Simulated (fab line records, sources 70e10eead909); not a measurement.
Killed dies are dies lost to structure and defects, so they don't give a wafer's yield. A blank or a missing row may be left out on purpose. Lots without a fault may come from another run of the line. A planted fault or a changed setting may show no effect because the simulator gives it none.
Which tool did it? | flow nand_harc | 14 lots, 42 wafers sampled, at 6 steps of a route of 1159

WHAT THE GAUGES READ, wafer by wafer
NHARC_P_BONDPAD_CD_MEAS_13.
lot  | measured     | on        | cd_nm (nm)
L515 | day 6 17:04  | cd_sem-03 | 501.9 497.9 497.7
L518 | day 7 03:48  | cd_sem-03 | 506.2 503.3 504.4
L519 | day 7 15:44  | cd_sem-02 | 502.4 500.4 501.0
L522 | day 8 02:50  | cd_sem-03 | 496.4 499.8 503.5
L521 | day 8 03:44  | cd_sem-01 | 497.7 501.8 497.2
L520 | day 8 09:07  | cd_sem-03 | 500.4 499.3 498.4
L523 | day 8 09:52  | cd_sem-01 | 499.7 498.8 502.6
L524 | day 8 12:51  | cd_sem-02 | 501.0 498.8 502.0
L525 | day 8 13:44  | cd_sem-03 | 498.8 499.0 500.3
L527 | day 9 13:29  | cd_sem-03 | 498.4 500.0 497.9
L526 | day 9 17:20  | cd_sem-02 | 499.3 498.4 494.1
L528 | day 9 19:12  | cd_sem-01 | 499.1 496.3 499.5
L536 | day 11 09:30 | cd_sem-02 | 501.1 498.0 498.7
L538 | day 12 06:59 | cd_sem-01 | 503.5 502.8 501.7

NHARC_A_ZERO_WELL_CD_MEAS_10: target cd 2000 nm.
lot  | measured     | on        | cd_nm (nm)
L515 | day 6 20:55  | cd_sem-03 | 2000.6 1998.1 1999.7
L518 | day 7 07:33  | cd_sem-02 | 2002.1 2003.5 2001.7
L519 | day 7 19:12  | cd_sem-01 | 2002.5 2003.3 2003.3
L522 | day 8 06:26  | cd_sem-02 | 2000.6 2002.2 1998.7
L521 | day 8 07:20  | cd_sem-03 | 1999.2 2000.6 2000.7
L520 | day 8 12:35  | cd_sem-01 | 1997.5 1998.4 1997.2
L523 | day 8 13:26  | cd_sem-02 | 1998.9 2001.0 2001.0
L524 | day 8 16:24  | cd_sem-03 | 2000.2 1998.3 2002.2
L525 | day 8 17:15  | cd_sem-01 | 2000.5 1997.4 1994.7
L527 | day 9 17:02  | cd_sem-03 | 2000.2 2000.7 1997.5
L526 | day 9 20:55  | cd_sem-02 | 1998.6 2002.0 2001.4
L528 | day 9 22:40  | cd_sem-02 | 1996.1 2000.4 2000.7
L536 | day 11 12:57 | cd_sem-01 | 2005.1 2002.5 2002.8
L538 | day 12 10:32 | cd_sem-02 | 2000.9 2002.4 1999.5

NHARC_A_ONON_D1_THK_MEAS_21: measures by ellipsometry.
lot  | measured     | on            | thk_nm (nm)
L515 | day 8 06:25  | film_metro-01 | 984 983 985
L518 | day 8 20:55  | film_metro-01 | 1004 1005 1005
L519 | day 9 04:38  | film_metro-01 | 990 992 990
L522 | day 9 17:06  | film_metro-02 | 1008 1005 1006
L521 | day 9 16:58  | film_metro-01 | 1003 1003 1004
L520 | day 9 23:34  | film_metro-01 | 992 991 990
L523 | day 9 23:26  | film_metro-01 | 992 992 992
L524 | day 9 23:47  | film_metro-02 | 993 992 995
L525 | day 9 23:26  | film_metro-02 | 1002 1000 1001
L527 | day 10 23:31 | film_metro-01 | 1635 1640 1638
L526 | day 11 06:13 | film_metro-01 | 1619 1620 1621
L528 | day 11 06:11 | film_metro-02 | 995 996 997
L536 | day 12 22:16 | film_metro-01 | 989 989 991
L538 | day 13 18:49 | film_metro-02 | 986 988 987

NHARC_END_SORT_01.
lot  | measured     | on        | killed_at_array | killed_at_other | killed_at_periphery | killed_dies | killed_open | killed_short
L527 | day 21 18:59 | prober-01 | 676 676 672     | 0 0 0           | 1 1 5               | 677 677 677 | 6 4 6       | 0 0 3
L526 | day 22 10:38 | prober-01 | 675 675 675     | 1 0 0           | 1 2 2               | 677 677 677 | 6 3 3       | 3 2 3

WHICH TOOL RAN EACH LOT (tool, then ch and the chambers of the sampled wafers, then the start)
lot  | NHARC_P_BONDPAD_PVD_17                  | NHARC_A_ONON_D1_DEP_19
L515 | pvd_sputter-01, day 6 20:55 or earlier  | pecvd_onon-04 ch 0, day 8 05:55
L518 | pvd_sputter-02, day 7 07:33 or earlier  | pecvd_onon-04 ch 0, day 8 20:28
L519 | pvd_sputter-02, day 7 19:12 or earlier  | pecvd_onon-03 ch 0, day 9 04:11
L522 | pvd_sputter-03, day 8 06:26 or earlier  | pecvd_onon-04 ch 0, day 9 16:35
L521 | pvd_sputter-03, day 8 07:20 or earlier  | pecvd_onon-02 ch 0, day 9 16:28
L520 | pvd_sputter-03, day 8 12:35 or earlier  | pecvd_onon-02 ch 0, day 9 23:04
L523 | pvd_sputter-02, day 8 13:26 or earlier  | pecvd_onon-04 ch 0, day 9 22:59
L524 | pvd_sputter-02, day 8 16:24 or earlier  | pecvd_onon-03 ch 0, day 9 23:16
L525 | pvd_sputter-01, day 8 17:15 or earlier  | pecvd_onon-03 ch 0, day 9 22:55
L527 | pvd_sputter-01, day 9 17:02 or earlier  | pecvd_onon-03 ch 0, day 10 23:00
L526 | pvd_sputter-01, day 9 20:55 or earlier  | pecvd_onon-03 ch 0, day 11 05:40
L528 | pvd_sputter-03, day 9 22:40 or earlier  | pecvd_onon-02 ch 0, day 11 05:44
L536 | pvd_sputter-03, day 11 12:57 or earlier | pecvd_onon-04 ch 0, day 12 21:48
L538 | pvd_sputter-03, day 12 10:32 or earlier | pecvd_onon-04 ch 0, day 13 18:22
- NHARC_P_BONDPAD_PVD_17: deposits TaN, target thk 5 nm, time 8.06 s.
- NHARC_A_ONON_D1_DEP_19: target thk 1000 nm.

WHAT THE TOOLS THEMSELVES READ (means of the sampled wafers that have a number; where no wafer has one, the mark that the record gives instead)
NHARC_P_BONDPAD_PVD_17.
lot  | tool           | throttle_valve_pct (%)
L515 | pvd_sputter-01 | 31.1
L518 | pvd_sputter-02 | 30.4
L519 | pvd_sputter-02 | 29.4
L522 | pvd_sputter-03 | 29.9
L521 | pvd_sputter-03 | 30.9
L520 | pvd_sputter-03 | 30.9
L523 | pvd_sputter-02 | 30.1
L524 | pvd_sputter-02 | 30.5
L525 | pvd_sputter-01 | 30.9
L527 | pvd_sputter-01 | 30.8
L526 | pvd_sputter-01 | 31.4
L528 | pvd_sputter-03 | 30.1
L536 | pvd_sputter-03 | 30.8
L538 | pvd_sputter-03 | 31.2

NHARC_A_ONON_D1_DEP_19.
lot  | tool          | n2_flow_sccm (sccm)
L515 | pecvd_onon-04 | 2756
L518 | pecvd_onon-04 | 2753
L519 | pecvd_onon-03 | 2751
L522 | pecvd_onon-04 | 2750
L521 | pecvd_onon-02 | 2745
L520 | pecvd_onon-02 | 2759
L523 | pecvd_onon-04 | 2754
L524 | pecvd_onon-03 | 2754
L525 | pecvd_onon-03 | 2752
L527 | pecvd_onon-03 | 2751
L526 | pecvd_onon-03 | 2751
L528 | pecvd_onon-02 | 2757
L536 | pecvd_onon-04 | 2742
L538 | pecvd_onon-04 | 2756

THE ANSWER, worked out from the rows above alone
Rule: what is usual is taken from the lots themselves. Put in order of their means at a reading, lots are off if they are a third of the lots or fewer, leave a main group of 4 or more, and stand apart from it by a gap of 3 or more times the standard deviation of the main group's means; of several such gaps the widest counts. A main group whose means are all the same, to the digits that the tables above print for the reading, isn't used. A lot without any number at a reading at which 4 lots or more have one is off too. The other lots that the step has rows for count as sound. The gauges are gone through in route order, then the tools' own readings, and for those a lot's mean is taken as printed above. The first step at which some lot is off is used, and at that step the reading that is off furthest; a lot without a number counts as furthest.
Off: L527, L526, at NHARC_A_ONON_D1_THK_MEAS_21 (thk_nm). The main group: mean 995 nm, standard deviation 7.
A tool fits if, at a process step before that reading, it ran every lot that is off, and no sound lot after the first of them. The gauges at NHARC_A_ONON_D1_THK_MEAS_21 are tried like those tools. NHARC_P_BONDPAD_PVD_17 gives no start for some lots, so the hours and the order of its lots are those of NHARC_A_ZERO_WELL_CD_MEAS_10. Can't be told from this: 2 tools fit, pvd_sputter-01 at NHARC_P_BONDPAD_PVD_17, pecvd_onon-03 at NHARC_A_ONON_D1_DEP_19.

WHAT THE SIMULATOR HAD PUT IN
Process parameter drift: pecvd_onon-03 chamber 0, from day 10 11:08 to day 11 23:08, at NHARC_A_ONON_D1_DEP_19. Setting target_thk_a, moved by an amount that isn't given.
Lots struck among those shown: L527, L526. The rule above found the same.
